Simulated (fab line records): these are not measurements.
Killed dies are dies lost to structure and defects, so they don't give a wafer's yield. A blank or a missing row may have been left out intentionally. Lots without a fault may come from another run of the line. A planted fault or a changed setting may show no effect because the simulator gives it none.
Matching of chambers ; flow nandHarc ; NHARC_A_ZERO_WELL_ETCH_19 on rieDiel-02: 4 sister chambers
The step etches the open film in N2/H2, target depth 80 nm, overetch 24 nm, time 87.88 s. 7 wafers are shown with their chamber, then 7 later ones without.

## WAFERS, EACH WITH ITS CHAMBER
wafer;chamber;showerheadPlenumPTorr (Torr);drypumpMotorCurrentA (A)
L075.2;3;1.93;5.86
L077.2;2;1.91;5.79
L079.1;0;2.18;5.97
L079.5;1;1.92;5.70
L079.6;0;2.18;6.00
L087.1;1;1.92;5.67
L087.3;3;1.92;5.85

## WAFERS WITH NO CHAMBER GIVEN
wafer;showerheadPlenumPTorr (Torr);drypumpMotorCurrentA (A)
L087.4;1.90;5.78
L090.1;1.92;5.86
L090.3;1.90;5.77
L090.4;1.91;5.68
L091.3;2.18;5.99
L091.5;2.18;5.99
L091.6;1.92;5.69

## EACH ONE'S CHAMBER
wafer;from the rows above;in truth
L087.4;2;2
L090.1;3;3
L090.3;2;2
L090.4;1;1
L091.3;0;0
L091.5;0;0
L091.6;1;1
Correct placement for 7 of the 7. Left unplaced by these rows: 0. Number placed wrongly: 0.
How it was worked out, from the rows above alone: a wafer's distance from a chamber is the root of the sum, over the readings, of the square of ((its reading less the chamber's mean) divided by the reading's scatter). If the next closest chamber is less than 2 further off than the closest, the wafer can't be placed; otherwise it belongs to the closest. The mean given for a chamber averages the wafers shown for that chamber. The scatter: take each reading less its chamber's mean, square it, sum over the shown wafers, divide by the number of wafers less the number of chambers, and take the root.
